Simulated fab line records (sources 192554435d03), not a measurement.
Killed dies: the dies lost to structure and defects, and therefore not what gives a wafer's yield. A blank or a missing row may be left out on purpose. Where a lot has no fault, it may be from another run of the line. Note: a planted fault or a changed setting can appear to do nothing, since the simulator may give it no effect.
Chamber matching | flow n5Finfet | cmp-04 running N5_ILD0_CMP_12: 4 sister chambers
The step polishes SiNx, stops on poly-Si, t overpolish 6 s, target thk 17.67 nm. 14 wafers are shown with their chamber, then 7 later ones without.

## EACH WAFER AND ITS CHAMBER
wafer  | chamber | motorCurrentA (A) | timeToEndpointS (s) | retainingRingPressureFrac
L076.1 | 2       | 9.3               | 29                  | 0.995
L076.3 | 1       | 9.6               | 22                  | 1.001
L076.6 | 2       | 9.5               | 34                  | 0.999
L082.2 | 0       | 7.4               | 29                  | 1.007
L082.3 | 2       | 9.4               | 27                  | 1.004
L082.4 | 3       | 9.8               | 24                  | 1.001
L083.1 | 1       | 10.2              | 26                  | 0.995
L083.5 | 3       | 9.3               | 25                  | 1.003
L083.6 | 2       | 9.1               | 31                  | 1.007
L086.1 | 0       | 7.3               | 26                  | 1.011
L086.3 | 3       | 9.5               | 21                  | 0.994
L086.6 | 2       | 9.3               | 31                  | 0.999
L093.3 | 1       | 10.1              | 24                  | 1.008
L093.5 | 2       | 9.4               | 30                  | 0.997

SIGNATURES, as means of the wafers listed above
reading                   | chamber 0 | chamber 1 | chamber 2 | chamber 3 | scatter within a chamber
motorCurrentA             | 7.350     | 9.967     | 9.333     | 9.533     | 0.208
timeToEndpointS           | 27.50     | 24.00     | 30.33     | 23.33     | 2.2
retainingRingPressureFrac | 1.00900   | 1.00133   | 1.00017   | 0.99933   | 0.00488
Rule: a wafer lies at a distance from a chamber equal to the root of the sum of squares, over the readings, of (its reading less the chamber's mean, divided by the reading's scatter). If the next closest chamber is less than 2 further off than the closest, the wafer can't be placed; otherwise it belongs to the closest. How the scatter is found: for the shown wafers, subtract from each reading the mean of its chamber, square and add these, divide the total by (wafers less chambers), then take the root.

## WAFERS WHOSE CHAMBER IS MISSING
wafer  | motorCurrentA (A) | timeToEndpointS (s) | retainingRingPressureFrac
L093.6 | 9.3               | 25                  | 0.999
L095.2 | 8.9               | 31                  | 0.984
L095.5 | 9.1               | 23                  | 1.006
L095.6 | 9.4               | 30                  | 0.990
L096.4 | 10.8              | 24                  | 1.001
L096.5 | 9.5               | 24                  | 0.998
L096.6 | 7.2               | 31                  | 1.009

## EACH ONE'S CHAMBER
wafer  | from the rows above          | in truth
L093.6 | can't be placed: 3 or 2 or 1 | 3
L095.2 | can't be placed: 2 or 3      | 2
L095.5 | can't be placed: 3 or 2 or 1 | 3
L095.6 | can't be placed: 2 or 3      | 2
L096.4 | 1                            | 1
L096.5 | can't be placed: 3 or 1      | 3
L096.6 | 0                            | 0
Placed correctly: 2 of 7. Not placeable from these rows: 5 (in 5, the candidates include the true chamber). Placed wrongly: 0.
